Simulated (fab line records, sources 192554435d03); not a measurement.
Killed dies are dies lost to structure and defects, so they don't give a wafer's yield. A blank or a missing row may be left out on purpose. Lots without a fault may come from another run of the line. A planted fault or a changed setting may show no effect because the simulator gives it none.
Split-lot experiment | flow n5_finfet | 7 lots, 39 wafers read, on a route of 1938 steps

THE SPLIT
At N5_BEOL_M13_SPUTTER_43 (material TaN, target thk 15 nm, time 24.19 s), the setting time_s was moved away from the recipe's 24.19 s on 15 of the 39 wafers read, by -35.7% to +51.1%. The other wafers ran this setting at the recipe's value.

FROM THE SPLIT TO THE READING: what the file shows between them, 4 steps
- N5_BEOL_M13_SPUTTER_44: material Ta, target thk 10 nm, time 16.13 s
- N5_BEOL_M13_SPUTTER_45: material Cu, target thk 80 nm, time 13.33 s
- N5_BEOL_M13_ECD_47: material Cu, target thk 936 nm
- N5_BEOL_M13_ANNEAL_48: time 90 s

THE READING
barrier_field_endpoint_s, in s, at N5_BEOL_M13_CMP_49 (polishes, stops on SiOC, t overpolish 17.1 s, target thk 420 nm). Fault-free wafers of this fab line usually give 30.4 s, standard deviation 0.64 s.

wafer  | tool, chamber at the split | time_s as run, s | against the recipe | barrier_field_endpoint_s, s | against lot-mates on the recipe
L076.3 | pvd_sputter-03, -          | 24.19            | recipe             | 29.7                        | -
L076.4 | pvd_sputter-03, -          | 24.19            | recipe             | 31.1                        | -
L076.1 | pvd_sputter-03, -          | 24.19            | recipe             | 29.7                        | -
L076.2 | pvd_sputter-03, -          | 24.19            | recipe             | 31.0                        | -
L076.6 | pvd_sputter-03, -          | 24.19            | recipe             | 30.0                        | -
L076.5 | pvd_sputter-03, -          | 24.19            | recipe             | 30.9                        | -
L079.1 | pvd_sputter-01, -          | 24.19            | recipe             | 30.3                        | -
L079.2 | pvd_sputter-01, -          | 24.19            | recipe             | 29.6                        | -
L079.5 | pvd_sputter-01, -          | 24.19            | recipe             | 30.6                        | -
L078.4 | pvd_sputter-01, -          | 24.19            | recipe             | 30.6                        | -
L078.2 | pvd_sputter-01, -          | 30.51            | +26.1%             | 35.5                        | +4.9
L078.1 | pvd_sputter-01, -          | 24.19            | recipe             | 30.6                        | -
L078.3 | pvd_sputter-01, -          | 30.51            | +26.1%             | 35.8                        | +5.2
L078.6 | pvd_sputter-01, -          | 24.19            | recipe             | 30.7                        | -
L078.5 | pvd_sputter-01, -          | 30.51            | +26.1%             | 35.8                        | +5.2
L088.3 | pvd_sputter-02, -          | 35.86            | +48.2%             | 39.2                        | +8.5
L088.2 | pvd_sputter-02, -          | 35.86            | +48.2%             | 40.0                        | +9.3
L088.4 | pvd_sputter-02, -          | 35.86            | +48.2%             | 40.2                        | +9.5
L088.1 | pvd_sputter-02, -          | 24.19            | recipe             | 30.3                        | -
L088.5 | pvd_sputter-02, -          | 24.19            | recipe             | 30.8                        | -
L088.6 | pvd_sputter-02, -          | 24.19            | recipe             | 31.0                        | -
L092.2 | pvd_sputter-02, -          | 15.55            | -35.7%             | 25.0                        | -6.3
L092.4 | pvd_sputter-02, -          | 24.19            | recipe             | 31.3                        | -
L092.3 | pvd_sputter-02, -          | 15.55            | -35.7%             | 24.7                        | -6.6
L092.1 | pvd_sputter-02, -          | 24.19            | recipe             | 31.1                        | -
L092.6 | pvd_sputter-02, -          | 15.55            | -35.7%             | 24.6                        | -6.7
L092.5 | pvd_sputter-02, -          | 24.19            | recipe             | 31.5                        | -
L093.2 | pvd_sputter-02, -          | 36.54            | +51.1%             | 40.4                        | +9.5
L093.3 | pvd_sputter-02, -          | 24.19            | recipe             | 31.3                        | -
L093.1 | pvd_sputter-02, -          | 36.54            | +51.1%             | 41.6                        | +10.7
L093.4 | pvd_sputter-02, -          | 24.19            | recipe             | 30.7                        | -
L093.6 | pvd_sputter-02, -          | 24.19            | recipe             | 30.7                        | -
L093.5 | pvd_sputter-02, -          | 36.54            | +51.1%             | 40.4                        | +9.5
L096.4 | pvd_sputter-02, -          | 24.19            | recipe             | 29.5                        | -
L096.3 | pvd_sputter-02, -          | 34.8             | +43.9%             | 37.5                        | +7.8
L096.1 | pvd_sputter-02, -          | 34.8             | +43.9%             | 38.7                        | +9.0
L096.2 | pvd_sputter-02, -          | 24.19            | recipe             | 29.9                        | -
L096.6 | pvd_sputter-02, -          | 34.8             | +43.9%             | 37.8                        | +8.1
L096.5 | pvd_sputter-02, -          | 24.19            | recipe             | 29.6                        | -

THE FIT
A straight line over all 39 wafers: barrier_field_endpoint_s changes by +0.184 s for each +1% of time_s; r = +0.99; the points scatter about the line by 0.67 s.
The same after taking each lot's own level away (the mean of its wafers on the recipe; 39 wafers): +0.189 s for each +1%; r = +1.00; scatter 0.41 s.
On that fit, the largest move of time_s shifts the reading by 9.7 s.
The lots' own levels span 29.67 to 31.30 s, that is 2.6 times the standard deviation above.
So the lot-to-lot level changes the slope little: the two slopes agree.
Check: with one of the wafers moved furthest among these (+51.1%) left out of the fit, the line predicts +9.74 s for it against its lot-mates. It came out at +9.5 s against them.

THE WHOLE CHAIN: every reading that the file lists as answering this split, in the file's order
step                   | what it does                                                    | reading                                                                            | change (the file's fit)               | r (the file's)
N5_BEOL_M13_SPUTTER_43 | material TaN, target thk 15 nm, time 24.19 s                    | TaN_of_BEOL_M13_SPUTTER_43.thk_nm (the simulator's own value, which no gauge read) | +0.149 nm for each +1% of the setting | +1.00
N5_BEOL_M13_CMP_49     | polishes, stops on SiOC, t overpolish 17.1 s, target thk 420 nm | barrier_field_endpoint_s                                                           | +0.19 s for each +1% of the setting   | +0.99

THE FILE'S OWN FIT
barrier_field_endpoint_s changes by +0.19 s for each +1% of time_s, r = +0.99.
